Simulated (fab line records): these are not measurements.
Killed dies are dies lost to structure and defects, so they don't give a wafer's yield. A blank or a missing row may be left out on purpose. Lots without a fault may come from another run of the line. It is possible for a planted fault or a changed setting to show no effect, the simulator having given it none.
fab line records | flow n5Finfet
record: lots: 7 | wafers: 21
route steps=1938 shown BEOL_M1@757 BEOL_M2@857 BEOL_M3@931 BEOL_M4@1026
startH: hours from the record's first day to the start of the lot's first wafer shown | waitH: hours since the lot's step before | " the same as in the row above | L1.1+2: several wafers, shown together as one row | - no value present, or no start provided | * or withheld: withheld | < > ~ a bound
route shown NAME@n: NAME is a module with steps in the file, n the number in the route of the first one | usual: mean/standard deviation of fault-free wafers | same: alike in all rows | chamber/n: place in a boat | sites: per-site readings | _std_site: their standard deviation | _edge_site: mean of outer sites minus mean of inner sites | radiusMm: how far each site lies from the wafer's centre | mask NAME#n: copy n | behind: tool/chamber where the wafer was last shaped | hold: the reason the lot was held/the length of the hold in hours/how it ended | device: whichever transistor did not switch (one of n, p or np) | end of line: the tests these same wafers got at the end of their route | step lacking rows: just its recipe | killed: count of dies lost to structure and defects at first sort (not the wafer's yield) | map: a wafer's dies, marking killed ones x, the rest . and places with no die _
set.NAME: setting as actually run; set.NAME@STEP: the setting as run at that earlier step | model.NAME: the simulator's own value behind a step, which no gauge read
one table per step and one row per wafer, for lots whose settings were changed on purpose
== steps ==
step: N5_BEOL_M1_COAT_73
recipe: resist: underlayer | tempC: 205 | timeS: 60 | spinRpm: 1500 | resistThkNm: 5
lot.wafer  | tool          | chamber | startH | waitH | set.tempC
L077.2+4+6 | lithoTrack-04 | 0       | -      | -     | 205
L081.2+5+6 | lithoTrack-01 | 0       | -      | -     | 205
L082.4+5   | lithoTrack-01 | 0       | -      | -     | 198.8
L082.6     | "             | 0       | "      | "     | 205
L087.1+4+6 | lithoTrack-01 | 0       | -      | -     | 205
L086.1+3   | lithoTrack-01 | 0       | -      | -     | 205
L086.6     | "             | 0       | "      | "     | 202.4
L090.2     | lithoTrack-01 | 0       | -      | -     | 208.1
L090.3+6   | "             | 0       | "      | "     | 205
L095.1     | lithoTrack-04 | 0       | -      | -     | 205
L095.3+4   | "             | 0       | "      | "     | 198.4
step: N5_BEOL_M1_COAT_05
recipe: resist: CAR-EUV | spinRpm: 1500 | resistThkNm: 30
step: N5_BEOL_M1_EBR_07
recipe: solvent: PGMEA | ebrWidthMm: 1.5
step: N5_BEOL_M1_DESCUM_16
recipe: chemistry: O2 | timeS: 7 | sourcePowerW: 50 | biasPowerW: 20 | pressureMtorr: 20 | rfFrequencyHz: 2.712e+07 | tempC: 40 | resist: CAR-EUV | o2FlowSccm: 225
step: N5_BEOL_M1_ETCH_74
recipe: chemistry: N2/H2 | target: underlayer | targetDepthA: 65 | maskMaterial: CAR-EUV | timeS: 5.2 | ionEnergyEv: 200 | pressureMtorr: 30 | sourceW: 840 | biasW: 150 | n2FlowSccm: 200 | h2FlowSccm: 200 | ends: cleared
step: N5_BEOL_M1_ETCH_63
recipe: chemistry: CF4 | target: SiARC | targetDepthA: 156 | maskMaterial: CAR-EUV | timeS: 26 | ionEnergyEv: 80 | pressureMtorr: 40 | sourceW: 545 | biasW: 36 | Ar_flow_sccm: 100 | cf4FlowSccm: 100 | ends: cleared
lot.wafer | tool       | chamber | startH | waitH | set.spinRpm@BEOL_M1_COAT_62 | model.etch.depthNm
L077.2    | rieDiel-02 | 1       | 136.09 | 0.0   | 1500                        | 12.01
L077.4    | "          | 3       | "      | "     | 1354                        | 12.62
L077.6    | "          | 2       | "      | "     | 1500                        | 12.02
L081.2    | rieDiel-06 | 1       | 163.82 | 0.0   | 1500                        | 11.99
L081.5+6  | "          | 3,2     | "      | "     | 1500                        | 12.02
L082.4    | rieDiel-02 | 2       | 168.36 | 0.0   | 1500                        | 12.04
L082.5    | "          | 3       | "      | "     | 1500                        | 12.05
L082.6    | "          | 2       | "      | "     | 1578                        | 11.76
L087.1    | rieDiel-04 | 2       | 205.45 | 0.0   | 1500                        | 12.05
L087.4    | "          | 1       | "      | "     | 1377                        | 12.55
L087.6    | "          | 2       | "      | "     | 1500                        | 12.07
L086.1    | rieDiel-06 | 0       | 211.97 | 0.0   | 1500                        | 11.99
L086.3    | "          | 1       | "      | "     | 1500                        | 12.03
L086.6    | "          | 1       | "      | "     | 1500                        | 12.07
L090.2    | rieDiel-02 | 1       | 218.87 | 0.0   | 1500                        | 11.93
L090.3    | "          | 0       | "      | "     | 1500                        | 11.97
L090.6    | "          | 1       | "      | "     | 1500                        | 11.91
L095.1    | rieDiel-04 | 1       | 253.56 | 0.0   | 1500                        | 12.01
L095.3+4  | "          | 2,0     | "      | "     | 1500                        | 11.98
step: N5_BEOL_M2_DESCUM_16
recipe: chemistry: O2 | timeS: 7 | sourcePowerW: 50 | biasPowerW: 20 | pressureMtorr: 20 | rfFrequencyHz: 2.712e+07 | tempC: 40 | resist: CAR-EUV | o2FlowSccm: 225
lot.wafer  | tool       | chamber | startH | waitH | set.timeS | model.CAR-EUV_of_BEOL_M2_COAT_05.thkNm
L077.2     | rieDiel-01 | 2       | 150.22 | 0.0   | 6.2       | 26.6
L077.4+6   | "          | 0,1     | "      | "     | 7         | 26.2
L081.2+5+6 | rieDiel-05 | 2,0,3   | 174.39 | 0.0   | 7         | 26
L082.4     | rieDiel-05 | 2       | 176.84 | 0.2   | 7         | 26.2
L082.5+6   | "          | 3,0     | "      | "     | 6.084     | 26.6
L087.1     | rieDiel-05 | 2       | 218.40 | 0.2   | 8.534     | 25.4
L087.4     | "          | 1       | "      | "     | 7         | 26
L087.6     | "          | 2       | "      | "     | 7         | 26.2
L086.1     | rieDiel-05 | 3       | 219.78 | 0.1   | 7         | 25.8
L086.3+6   | "          | 0,2     | "      | "     | 6.094     | 26.4
L090.2+3+6 | rieDiel-05 | 2,1,2   | 225.62 | 0.2   | 7         | 26
L095.1     | rieDiel-01 | 3       | 267.41 | 0.2   | 7         | 26
L095.3+4   | "          | 2,0     | "      | "     | 7.655     | 25.6
step: N5_BEOL_M2_TRENCH_ETCH_37
recipe: chemistry: C4F6/O2 | targetDepthA: 555.55 | target: SiOC | timeS: 29.2 | ionEnergyEv: 250 | pressureMtorr: 30 | sourceW: 355 | biasW: 185 | Ar_flow_sccm: 300 | C4F6_flow_sccm: 10 | O2_flow_sccm: 10
usual: rfVppV: 673/9.3
lot.wafer | tool       | chamber | startH | waitH | set.biasW | rfVppV
L077.2    | rieDiel-01 | 3       | -      | -     | 185       | 679
L077.4    | "          | 2       | "      | "     | 185       | 667
L077.6    | "          | 2       | "      | "     | 197.4     | 703
L081.2    | rieDiel-03 | 1       | -      | -     | 185       | 684
L081.5    | "          | 3       | "      | "     | 185       | 675
L081.6    | "          | 1       | "      | "     | 185       | 685
L082.4    | rieDiel-03 | 0       | -      | -     | 172.4     | 624
L082.5    | "          | 2       | "      | "     | 185       | 687
L082.6    | "          | 3       | "      | "     | 172.4     | 640
L087.1    | rieDiel-01 | 3       | -      | -     | 175.2     | 650
L087.4    | "          | 0       | "      | "     | 175.2     | 644
L087.6    | "          | 2       | "      | "     | 175.2     | 639
L086.1    | rieDiel-03 | 1       | -      | -     | 185       | 684
L086.3    | "          | 3       | "      | "     | 185       | 676
L086.6    | "          | 2       | "      | "     | 185       | 688
L090.2    | rieDiel-01 | 0       | -      | -     | 185       | 671
L090.3    | "          | 2       | "      | "     | 195.3     | 695
L090.6    | "          | 2       | "      | "     | 195.3     | 696
L095.1    | rieDiel-05 | 3       | -      | -     | 174.6     | 621
L095.3    | "          | 1       | "      | "     | 185       | 663
L095.4    | "          | 2       | "      | "     | 174.6     | 637
step: N5_BEOL_M3_ILD_DEP_00
recipe: material: SiOC | targetThkA: 790 | tempC: 350 | precursor: DEMS/O2 | pressureTorr: 5 | rfW: 500 | timeS: 15.3
lot.wafer | tool     | chamber | startH | waitH | set.timeS | model.SiOC_of_BEOL_M3_ILD_DEP_00.thkNm
L077.2    | pecvd-03 | 1       | 156.52 | 0.0   | 15.3      | 76.8
L077.4    | "        | 2       | "      | "     | 13.63     | 69.4
L077.6    | "        | 1       | "      | "     | 15.3      | 78
L081.2    | pecvd-01 | 0       | 180.21 | 0.0   | 15.3      | 77.2
L081.5    | "        | 1       | "      | "     | 15.3      | 80
L081.6    | "        | 0       | "      | "     | 15.3      | 80.6
L082.4    | pecvd-03 | 2       | 192.27 | 0.1   | 16.59     | 85.4
L082.5    | "        | 0       | "      | "     | 15.3      | 79.8
L082.6    | "        | 1       | "      | "     | 16.59     | 85.6
L087.1    | pecvd-01 | 0       | 224.66 | 0.0   | 13.11     | 67.2
L087.4    | "        | 0       | "      | "     | 15.3      | 79.6
L087.6    | "        | 1       | "      | "     | 13.11     | 68.8
L086.1    | pecvd-03 | 1       | 229.50 | 0.0   | 15.3      | 77.6
L086.3    | "        | 0       | "      | "     | 15.3      | 78.8
L086.6    | "        | 1       | "      | "     | 15.3      | 79.6
L090.2+3  | pecvd-03 | 1,0     | 235.90 | 0.0   | 15.3      | 79.2
L090.6    | "        | 2       | "      | "     | 13.33     | 69.8
L095.1    | pecvd-03 | 0       | 276.57 | 0.0   | 15.3      | 78.2
L095.3    | "        | 1       | "      | "     | 16.32     | 82.8
L095.4    | "        | 2       | "      | "     | 15.3      | 80.4
step: N5_BEOL_M3_THK_MEAS_01
recipe: reads: SiOC_of_BEOL_M3_ILD_DEP_00
usual: M3_ILD_THK: 78.8/0.98
lot.wafer | tool         | chamber | startH | waitH | set.timeS@BEOL_M3_ILD_DEP_00 | M3_ILD_THK[nm]
L077.2    | filmMetro-02 | -       | 156.59 | 0.1   | 15.3                         | 76.8
L077.4    | "            | -       | "      | "     | 13.63                        | 69.5
L077.6    | "            | -       | "      | "     | 15.3                         | 78.0
L081.2    | filmMetro-01 | -       | 180.28 | 0.1   | 15.3                         | 77.2
L081.5    | "            | -       | "      | "     | 15.3                         | 80.1
L081.6    | "            | -       | "      | "     | 15.3                         | 80.6
L082.4    | filmMetro-01 | -       | 192.32 | 0.0   | 16.59                        | 85.4
L082.5    | "            | -       | "      | "     | 15.3                         | 79.8
L082.6    | "            | -       | "      | "     | 16.59                        | 85.5
L087.1    | filmMetro-01 | -       | 224.75 | 0.1   | 13.11                        | 67.3
L087.4    | "            | -       | "      | "     | 15.3                         | 79.6
L087.6    | "            | -       | "      | "     | 13.11                        | 68.8
L086.1    | filmMetro-01 | -       | 229.57 | 0.0   | 15.3                         | 77.6
L086.3    | "            | -       | "      | "     | 15.3                         | 78.7
L086.6    | "            | -       | "      | "     | 15.3                         | 79.5
L090.2    | filmMetro-01 | -       | 235.97 | 0.1   | 15.3                         | 79.2
L090.3    | "            | -       | "      | "     | 15.3                         | 79.1
L090.6    | "            | -       | "      | "     | 13.33                        | 69.8
L095.1    | filmMetro-02 | -       | 276.63 | 0.0   | 15.3                         | 78.3
L095.3    | "            | -       | "      | "     | 16.32                        | 82.8
L095.4    | "            | -       | "      | "     | 15.3                         | 80.4
step: N5_BEOL_M3_DEP_57
recipe: material: SiCN | targetThkA: 80 | tempC: withheld | precursor: 3MS/NH3 | pressureTorr: 3 | rfW: 202 | timeS: 14
lot.wafer | tool     | chamber | startH | waitH | set.timeS | model.SiCN_of_BEOL_M3_DEP_57.thkNm
L077.2    | pecvd-02 | 2       | 173.72 | 0.0   | 14        | 7.6
L077.4    | "        | 2       | "      | "     | 13.35     | 7.2
L077.6    | "        | 1       | "      | "     | 13.35     | 7.6
L081.2    | pecvd-02 | 2       | 188.19 | 0.0   | 14        | 7.6
L081.5+6  | "        | 0,2     | "      | "     | 14        | 7.8
L082.4    | pecvd-01 | 1       | 198.95 | 0.0   | 14        | 7.8
L082.5    | "        | 0       | "      | "     | 14        | 8
L082.6    | "        | 2       | "      | "     | 15.25     | 8.8
L087.1+4  | pecvd-03 | 1,0     | 233.13 | 0.0   | 14        | 8
L087.6    | "        | 2       | "      | "     | 14        | 7.8
L086.1    | pecvd-02 | 0       | 239.01 | 0.0   | 12.01     | 6.6
L086.3    | "        | 1       | "      | "     | 14        | 7.8
L086.6    | "        | 0       | "      | "     | 14        | 8
L090.2    | pecvd-03 | 1       | 245.74 | 0.0   | 12.02     | 7
L090.3+6  | "        | 0,2     | "      | "     | 14        | 7.8
L095.1    | pecvd-03 | 2       | 285.27 | 0.0   | 12.89     | 7
L095.3+4  | "        | 0,1     | "      | "     | 14        | 8.2
step: N5_BEOL_M4_COAT_62
recipe: resist: SiARC | tempC: 220 | timeS: 60 | spinRpm: 1500 | resistThkNm: 12
lot.wafer  | tool          | chamber | startH | waitH | set.spinRpm | model.SiARC_of_BEOL_M4_COAT_62.thkNm
L077.2+6   | lithoTrack-03 | 0       | -      | -     | 1562        | 11.8
L077.4     | "             | 0       | "      | "     | 1500        | 12
L081.2+5+6 | lithoTrack-03 | 0       | -      | -     | 1500        | 12
L082.4+5+6 | lithoTrack-01 | 0       | -      | -     | 1500        | 12
L087.1     | lithoTrack-04 | 0       | -      | -     | 1645        | 11.4
L087.4+6   | "             | 0       | "      | "     | 1500        | 12
L086.1+3+6 | lithoTrack-01 | 0       | -      | -     | 1500        | 12
L090.2+6   | lithoTrack-01 | 0       | -      | -     | 1500        | 12
L090.3     | "             | 0       | "      | "     | 1427        | 12.4
L095.1+3+4 | lithoTrack-01 | 0       | -      | -     | 1500        | 12
step: N5_BEOL_M4_COAT_73
recipe: resist: underlayer | tempC: 205 | timeS: 60 | spinRpm: 1500 | resistThkNm: 5
step: N5_BEOL_M4_COAT_05
recipe: resist: CAR-EUV | spinRpm: 1500 | resistThkNm: 30
step: N5_BEOL_M4_DESCUM_16
recipe: chemistry: O2 | timeS: 7 | sourcePowerW: 50 | biasPowerW: 20 | pressureMtorr: 20 | rfFrequencyHz: 2.712e+07 | tempC: 40 | resist: CAR-EUV | o2FlowSccm: 225
step: N5_BEOL_M4_ETCH_74
recipe: chemistry: N2/H2 | target: underlayer | targetDepthA: 65 | maskMaterial: CAR-EUV | timeS: 5.2 | ionEnergyEv: 200 | pressureMtorr: 30 | sourceW: 840 | biasW: 150 | n2FlowSccm: 200 | h2FlowSccm: 200 | ends: cleared
step: N5_BEOL_M4_ETCH_63
recipe: chemistry: CF4 | target: SiARC | targetDepthA: 156 | maskMaterial: CAR-EUV | timeS: 26 | ionEnergyEv: 80 | pressureMtorr: 40 | sourceW: 545 | biasW: 36 | Ar_flow_sccm: 100 | cf4FlowSccm: 100 | ends: cleared
lot.wafer | tool       | chamber | startH | waitH | set.spinRpm@BEOL_M4_COAT_62 | model.etch.depthNm
L077.2    | rieDiel-01 | 0       | 175.17 | 0.0   | 1562                        | 11.77
L077.4    | "          | 2       | "      | "     | 1500                        | 11.96
L077.6    | "          | 2       | "      | "     | 1562                        | 11.73
L081.2+5  | rieDiel-01 | 3,1     | 190.26 | 0.0   | 1500                        | 11.95
L081.6    | "          | 2       | "      | "     | 1500                        | 11.94
L082.4    | rieDiel-01 | 3       | 200.63 | 0.0   | 1500                        | 11.97
L082.5    | "          | 3       | "      | "     | 1500                        | 12.02
L082.6    | "          | 2       | "      | "     | 1500                        | 12.01
L087.1    | rieDiel-01 | 3       | 235.44 | 0.0   | 1645                        | 11.46
L087.4    | "          | 1       | "      | "     | 1500                        | 11.98
L087.6    | "          | 0       | "      | "     | 1500                        | 11.99
L086.1+3  | rieDiel-01 | 0,2     | 239.87 | 0.0   | 1500                        | 11.96
L086.6    | "          | 0       | "      | "     | 1500                        | 11.98
L090.2    | rieDiel-05 | 1       | 247.77 | 0.0   | 1500                        | 12.03
L090.3    | "          | 2       | "      | "     | 1427                        | 12.32
L090.6    | "          | 3       | "      | "     | 1500                        | 12.02
L095.1    | rieDiel-01 | 1       | 287.07 | 0.0   | 1500                        | 11.95
L095.3    | "          | 3       | "      | "     | 1500                        | 11.94
L095.4    | "          | 0       | "      | "     | 1500                        | 11.98
step: N5_BEOL_M4_DESCUM_33
recipe: chemistry: O2 | timeS: 7 | sourcePowerW: 50 | biasPowerW: 20 | pressureMtorr: 20 | rfFrequencyHz: 2.712e+07 | tempC: 40 | resist: CAR-EUV | o2FlowSccm: 225
lot.wafer  | tool       | chamber | startH | waitH | set.timeS | model.CAR-EUV_of_BEOL_M4_COAT_22.thkNm
L077.2+6   | rieDiel-03 | 1,2     | 176.14 | 0.2   | 7         | 26.2
L077.4     | "          | 2       | "      | "     | 5.871     | 26.8
L081.2+5+6 | rieDiel-05 | 3,0,1   | 191.42 | 0.2   | 7         | 26.2
L082.4+5+6 | rieDiel-03 | 1,3,2   | 201.47 | 0.0   | 7         | 26
L087.1     | rieDiel-05 | 0       | 236.35 | 0.0   | 5.94      | 26.6
L087.4+6   | "          | 2,0     | "      | "     | 7         | 26
L086.1     | rieDiel-01 | 2       | 240.69 | 0.0   | 6.015     | 26.6
L086.3     | "          | 0       | "      | "     | 7         | 26.2
L086.6     | "          | 1       | "      | "     | 7         | 26
L090.2+3   | rieDiel-03 | 1,2     | 248.99 | 0.0   | 7         | 26
L090.6     | "          | 2       | "      | "     | 7         | 26.2
L095.1     | rieDiel-01 | 1       | 288.19 | 0.3   | 7         | 26
L095.3+4   | "          | 2,3     | "      | "     | 7         | 26.2
step: N5_BEOL_M4_ETCH_77
recipe: chemistry: N2/H2 | target: underlayer | targetDepthA: 65 | maskMaterial: CAR-EUV | timeS: 5.2 | ionEnergyEv: 200 | pressureMtorr: 30 | sourceW: 840 | biasW: 150 | n2FlowSccm: 200 | h2FlowSccm: 200 | ends: cleared
lot.wafer  | tool       | chamber | startH | waitH | set.timeS@BEOL_M4_DESCUM_33 | model.CAR-EUV_of_BEOL_M4_COAT_22.thkNm
L077.2+6   | rieDiel-03 | 1,2     | 176.18 | 0.0   | 7                           | 20.6
L077.4     | "          | 2       | "      | "     | 5.871                       | 21
L081.2+5+6 | rieDiel-05 | 3,0,1   | 191.46 | 0.0   | 7                           | 20.4
L082.4+5+6 | rieDiel-03 | 1,3,2   | 201.50 | 0.0   | 7                           | 20.4
L087.1     | rieDiel-05 | 0       | 236.39 | 0.0   | 5.94                        | 20.8
L087.4+6   | "          | 2,0     | "      | "     | 7                           | 20.2
L086.1     | rieDiel-01 | 2       | 240.73 | 0.0   | 6.015                       | 20.8
L086.3+6   | "          | 0,1     | "      | "     | 7                           | 20.4
L090.2+3   | rieDiel-03 | 1,2     | 249.02 | 0.0   | 7                           | 20.4
L090.6     | "          | 2       | "      | "     | 7                           | 20.6
L095.1+3+4 | rieDiel-01 | 1,2,3   | 288.23 | 0.0   | 7                           | 20.4
step: N5_BEOL_M4_ETCH_69
recipe: chemistry: CF4 | target: SiARC | targetDepthA: 156 | maskMaterial: CAR-EUV | timeS: 26 | ionEnergyEv: 80 | pressureMtorr: 40 | sourceW: 545 | biasW: 36 | Ar_flow_sccm: 100 | cf4FlowSccm: 100 | ends: cleared
lot.wafer  | tool       | chamber | startH | waitH | set.timeS@BEOL_M4_DESCUM_33 | model.CAR-EUV_of_BEOL_M4_COAT_22.thkNm
L077.2+6   | rieDiel-03 | 1,2     | 176.19 | 0.0   | 7                           | 11.4
L077.4     | "          | 2       | "      | "     | 5.871                       | 11.8
L081.2+5+6 | rieDiel-05 | 3,0,1   | 191.47 | 0.0   | 7                           | 11.2
L082.4+5+6 | rieDiel-03 | 1,3,2   | 201.53 | 0.0   | 7                           | 11.2
L087.1     | rieDiel-05 | 0       | 236.40 | 0.0   | 5.94                        | 11.6
L087.4+6   | "          | 2,0     | "      | "     | 7                           | 11
L086.1     | rieDiel-01 | 2       | 240.74 | 0.0   | 6.015                       | 11.6
L086.3     | "          | 0       | "      | "     | 7                           | 11.2
L086.6     | "          | 1       | "      | "     | 7                           | 11
L090.2+3   | rieDiel-03 | 1,2     | 249.04 | 0.0   | 7                           | 11.2
L090.6     | "          | 2       | "      | "     | 7                           | 11.4
L095.1     | rieDiel-01 | 1       | 288.24 | 0.0   | 7                           | 11
L095.3+4   | "          | 2,3     | "      | "     | 7                           | 11.2
== key ==
split: step: N5_BEOL_M1_COAT_73 | setting: tempC | stated: 205 | by: wafer
response none clear
split: step: N5_BEOL_M2_DESCUM_16 | setting: timeS | stated: 7 | by: wafer
response: step: N5_BEOL_M2_DESCUM_16 | reading: model.CAR-EUV_of_BEOL_M2_COAT_05.thkNm | change: -0.0353 | per: 1% | r: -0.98
split: step: N5_BEOL_M2_TRENCH_ETCH_37 | setting: biasW | stated: 185 | by: wafer
response: step: N5_BEOL_M2_TRENCH_ETCH_37 | reading: rfVppV | change: +5.9 | per: 1% | r: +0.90
split: step: N5_BEOL_M3_ILD_DEP_00 | setting: timeS | stated: 15.3 | by: wafer
response: step: N5_BEOL_M3_ILD_DEP_00 | reading: model.SiOC_of_BEOL_M3_ILD_DEP_00.thkNm | change: +0.736 | per: 1% | r: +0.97
response: step: N5_BEOL_M3_THK_MEAS_01 | reading: M3_ILD_THK | change: +0.733 | per: 1% | r: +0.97
split: step: N5_BEOL_M3_DEP_57 | setting: timeS | stated: 14 | by: wafer
response: step: N5_BEOL_M3_DEP_57 | reading: model.SiCN_of_BEOL_M3_DEP_57.thkNm | change: +0.0853 | per: 1% | r: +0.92
split: step: N5_BEOL_M4_COAT_62 | setting: spinRpm | stated: 1500 | by: wafer
response: step: N5_BEOL_M4_COAT_62 | reading: model.SiARC_of_BEOL_M4_COAT_62.thkNm | change: -0.0639 | per: 1% | r: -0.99
response: step: N5_BEOL_M4_ETCH_63 | reading: model.etch.depthNm | change: -0.0552 | per: 1% | r: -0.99
split: step: N5_BEOL_M4_DESCUM_33 | setting: timeS | stated: 7 | by: wafer
response: step: N5_BEOL_M4_DESCUM_33 | reading: model.CAR-EUV_of_BEOL_M4_COAT_22.thkNm | change: -0.0375 | per: 1% | r: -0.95
response: step: N5_BEOL_M4_ETCH_77 | reading: model.CAR-EUV_of_BEOL_M4_COAT_22.thkNm | change: -0.0308 | per: 1% | r: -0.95
response: step: N5_BEOL_M4_ETCH_69 | reading: model.CAR-EUV_of_BEOL_M4_COAT_22.thkNm | change: -0.0328 | per: 1% | r: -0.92
split outsideThisFile step=N5_BEOL_M1_COAT_62 setting=spinRpm
split outsideThisFile: this setting was split too, and the file shows its column; the key of that split is in another file
